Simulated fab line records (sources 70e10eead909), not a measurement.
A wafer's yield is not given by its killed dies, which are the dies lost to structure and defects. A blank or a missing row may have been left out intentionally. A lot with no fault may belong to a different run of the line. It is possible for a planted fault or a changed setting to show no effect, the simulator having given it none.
Which tool did it? :: flow nand_harc :: 6 lots, 18 wafers sampled, at 5 steps of a route of 1302

WHAT THE GAUGES READ, wafer by wafer
NHARC_END_SORT_01.
lot: L269
measured: day 32 22:36
on: prober-02
killed_at_array: 674 674 672

WHICH TOOL RAN EACH LOT (tool, then ch and the chambers of the sampled wafers, then the start)
lot: L251
NHARC_A_STAIRCASE_STRIP_316: rie_diel-01 ch 0,3, day 17 17:42 or earlier
NHARC_A_STAIRCASE_ETCHBACK_416: rie_diel-01 ch 0,1, day 17 17:42 or earlier
NHARC_A_STAIRCASE_DEP_417: pecvd-02 ch 1,2, day 17 17:42
NHARC_A_STAIRCASE_ETCH_444: rie_diel-01 ch 0,3, day 19 14:02

lot: L255
NHARC_A_STAIRCASE_STRIP_316: rie_diel-04 ch 0,2, day 19 20:31 or earlier
NHARC_A_STAIRCASE_ETCHBACK_416: rie_diel-04 ch 1,3, day 19 20:31 or earlier
NHARC_A_STAIRCASE_DEP_417: pecvd-03 ch 0,1,2, day 19 20:31
NHARC_A_STAIRCASE_ETCH_444: rie_diel-01 ch 0,3, day 21 13:12

lot: L257
NHARC_A_STAIRCASE_STRIP_316: rie_diel-01 ch 0,1,2, day 20 15:05 or earlier
NHARC_A_STAIRCASE_ETCHBACK_416: rie_diel-07 ch 0,2,3, day 20 15:05 or earlier
NHARC_A_STAIRCASE_DEP_417: pecvd-02 ch 0,1,2, day 20 15:05
NHARC_A_STAIRCASE_ETCH_444: rie_diel-04 ch 0,1,3, day 22 04:40

lot: L261
NHARC_A_STAIRCASE_STRIP_316: rie_diel-07 ch 2,3, day 21 20:58 or earlier
NHARC_A_STAIRCASE_ETCHBACK_416: rie_diel-01 ch 2,3, day 21 20:58 or earlier
NHARC_A_STAIRCASE_DEP_417: pecvd-02 ch 0,1,2, day 21 20:58
NHARC_A_STAIRCASE_ETCH_444: rie_diel-04 ch 1,2,3, day 23 14:42

lot: L262
NHARC_A_STAIRCASE_STRIP_316: rie_diel-07 ch 1,2, day 22 09:16 or earlier
NHARC_A_STAIRCASE_ETCHBACK_416: rie_diel-04 ch 0,1,3, day 22 09:16 or earlier
NHARC_A_STAIRCASE_DEP_417: pecvd-04 ch 0,2, day 22 09:16
NHARC_A_STAIRCASE_ETCH_444: rie_diel-07 ch 2,3, day 24 06:29

lot: L269
NHARC_A_STAIRCASE_STRIP_316: rie_diel-01 ch 1,3, day 25 19:11 or earlier
NHARC_A_STAIRCASE_ETCHBACK_416: rie_diel-04 ch 0,1, day 25 19:11 or earlier
NHARC_A_STAIRCASE_DEP_417: pecvd-04 ch 0,1,2, day 25 19:11
NHARC_A_STAIRCASE_ETCH_444: rie_diel-01 ch 0,1,3, day 27 11:28
- NHARC_A_STAIRCASE_STRIP_316: strips in O2.
- NHARC_A_STAIRCASE_ETCHBACK_416: etches the open film in C4F8/O2/Ar, target depth 36 nm, time 7.2 s.
- NHARC_A_STAIRCASE_DEP_417: deposits Si3N4, target thk 60 nm.
- NHARC_A_STAIRCASE_ETCH_444: etches the open film in C4F8/O2, target depth 20400 nm, time 6800 s.

THE ANSWER, worked out from the rows above alone
Rule: the usual values come from the lots themselves. Put in order of their means at a reading, lots are off if they are a third of the lots or fewer, leave a main group of 4 or more, and stand apart from it by a gap of 3 or more times the standard deviation of the main group's means; of several such gaps the widest counts. Not used: any main group whose means are identical at the precision the tables above print for the reading. A lot without any number at a reading at which 4 lots or more have one is off too. Where the step has rows for the other lots, those lots are counted as sound.
None of the lots is off at any reading shown; this tells nothing.

WHAT WAS PUT IN BY THE SIMULATOR
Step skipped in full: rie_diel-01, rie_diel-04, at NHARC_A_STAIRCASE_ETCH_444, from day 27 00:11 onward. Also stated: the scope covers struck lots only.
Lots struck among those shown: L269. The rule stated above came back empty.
